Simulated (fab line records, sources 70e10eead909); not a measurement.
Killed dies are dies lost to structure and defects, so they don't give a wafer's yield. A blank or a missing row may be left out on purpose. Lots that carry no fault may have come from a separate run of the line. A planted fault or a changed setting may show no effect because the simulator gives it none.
Chamber matching    flow nand-harc    NHARC_P_BONDPAD_ETCH_37 on rie-diel-01: 4 sister chambers
The step etches the open film in N2/H2, target depth 60 nm, overetch 18 nm, time 65.91 s. 8 wafers are shown with their chamber, then 7 later ones without.

== WAFERS PAIRED WITH THEIR CHAMBERS ==
wafer   chamber  showerhead-plenum-p-Torr (Torr)  drypump-motor-current-A (A)
L773.5  3        2.17                             5.4
L776.3  3        2.17                             5.5
L776.4  2        1.93                             5.1
L784.2  1        2.18                             6.1
L784.5  0        2.01                             5.9
L784.6  1        2.18                             6.1
L785.3  2        1.93                             5.2
L785.4  0        2.00                             6.0

== WAFERS WHOSE CHAMBER IS MISSING ==
wafer   showerhead-plenum-p-Torr (Torr)  drypump-motor-current-A (A)
L785.6  2.18                             6.1
L786.2  2.18                             6.1
L786.3  2.01                             5.9
L786.5  2.01                             5.9
L787.1  1.93                             5.2
L787.5  2.01                             5.9
L787.6  2.18                             6.1

== CHAMBER TAKEN BY EACH ==
wafer   from the rows above  in truth
L785.6  1                    1
L786.2  1                    1
L786.3  0                    0
L786.5  0                    0
L787.1  2                    2
L787.5  0                    0
L787.6  1                    1
Correct placement for 7 of the 7. From these rows, 0 cannot be placed. Wrongly placed: 0.
How it was worked out, from the rows above alone: a wafer's distance from a chamber is the root of the sum, over the readings, of the square of ((its reading less the chamber's mean) divided by the reading's scatter). If the next closest chamber is less than 2 further off than the closest, the wafer can't be placed; otherwise it belongs to the closest. Each chamber's mean is taken over the wafers shown for it. The scatter: the root of (the sum of the squares of (reading less its chamber's mean) over the shown wafers, divided by (wafers less chambers)).
